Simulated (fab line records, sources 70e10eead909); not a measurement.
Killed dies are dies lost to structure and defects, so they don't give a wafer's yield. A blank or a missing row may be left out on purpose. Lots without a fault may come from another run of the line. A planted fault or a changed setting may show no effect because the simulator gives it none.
Which tool did it? | flow nand_harc | 11 lots, 33 wafers sampled, at 3 steps of a route of 1159

WHAT THE GAUGES READ, wafer by wafer
NHARC_A_CONTACT_CD_MEAS_42: target cd 200 nm.
lot  | measured     | on        | cd_nm (nm)
L933 | day 15 19:08 | cd_sem-02 | 200.5 200.1 200.2
L936 | day 16 12:49 | cd_sem-03 | 200.5 200.7 200.2
L939 | day 17 14:31 | cd_sem-02 | 200.7 200.9 201.1
L940 | day 17 19:51 | cd_sem-01 | 200.0 199.9 200.3
L941 | day 18 17:31 | cd_sem-02 | 200.3 200.0 199.9
L944 | day 19 08:45 | cd_sem-02 | 200.7 200.8 199.9
L949 | day 19 21:52 | cd_sem-02 | 200.4 200.1 200.4
L955 | day 21 16:51 | cd_sem-03 | 200.4 200.8 200.4
L950 | day 21 17:08 | cd_sem-02 | 214.4 213.8 213.5
L956 | day 21 20:50 | cd_sem-03 | 199.4 199.0 200.1
L954 | day 22 03:38 | cd_sem-01 | 212.1 212.0 211.6

WHICH TOOL RAN EACH LOT (tool, then ch and the chambers of the sampled wafers, then the start)
lot  | NHARC_A_WL_FILL_CVD_20                   | NHARC_A_CONTACT_EXPOSE_39
L933 | cvd_w-01 ch 0,1, day 15 19:00 or earlier | arfi_scanner-01 ch 0, day 15 19:00
L936 | cvd_w-02 ch 0,1, day 16 12:41 or earlier | arfi_scanner-02 ch 0, day 16 12:41
L939 | cvd_w-01 ch 0,1, day 17 14:22 or earlier | arfi_scanner-02 ch 0, day 17 14:22
L940 | cvd_w-01 ch 0,1, day 17 19:43 or earlier | arfi_scanner-02 ch 0, day 17 19:43
L941 | cvd_w-02 ch 0,1, day 18 17:23 or earlier | arfi_scanner-03 ch 0, day 18 17:23
L944 | cvd_w-02 ch 0,1, day 19 08:37 or earlier | arfi_scanner-02 ch 0, day 19 08:37
L949 | cvd_w-02 ch 0,1, day 19 21:43 or earlier | arfi_scanner-01 ch 0, day 19 21:43
L955 | cvd_w-01 ch 0,1, day 21 16:43 or earlier | arfi_scanner-03 ch 0, day 21 16:43
L950 | cvd_w-02 ch 0,1, day 21 16:59 or earlier | arfi_scanner-02 ch 0, day 21 16:59
L956 | cvd_w-02 ch 0,1, day 21 20:42 or earlier | arfi_scanner-03 ch 0, day 21 20:42
L954 | cvd_w-01 ch 0,1, day 22 03:29 or earlier | arfi_scanner-02 ch 0, day 22 03:29
- NHARC_A_WL_FILL_CVD_20: deposits W, target thk 75 nm, time 5064 s.
- NHARC_A_CONTACT_EXPOSE_39: exposes mask A CC 3.

THE ANSWER, worked out from the rows above alone
Rule: what is usual is taken from the lots themselves. Put in order of their means at a reading, lots are off if they are a third of the lots or fewer, leave a main group of 4 or more, and stand apart from it by a gap of 3 or more times the standard deviation of the main group's means; of several such gaps the widest counts. A main group whose means are all the same, to the digits that the tables above print for the reading, isn't used. A lot without any number at a reading at which 4 lots or more have one is off too. The other lots that the step has rows for count as sound.
Off: L950, L954, at NHARC_A_CONTACT_CD_MEAS_42 (cd_nm). The main group: mean 200.3 nm, standard deviation 0.37.
A tool fits if, at a process step before that reading, it ran every lot that is off, and no sound lot after the first of them. The gauges at NHARC_A_CONTACT_CD_MEAS_42 are tried like those tools. NHARC_A_WL_FILL_CVD_20 gives no start for some lots, so the hours and the order of its lots are those of NHARC_A_CONTACT_EXPOSE_39. One fits: arfi_scanner-02 at NHARC_A_CONTACT_EXPOSE_39. Its last sound lot is L944 (day 19 08:37), its first lot that is off L950 (day 21 16:59): a fault that began between those two fits.

WHAT THE SIMULATOR HAD PUT IN
Process parameter drift: arfi_scanner-02, from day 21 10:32 on, at NHARC_A_CONTACT_EXPOSE_39. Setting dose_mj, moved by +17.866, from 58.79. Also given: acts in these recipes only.
Lots struck among those shown: L950, L954. The rule above found the same.
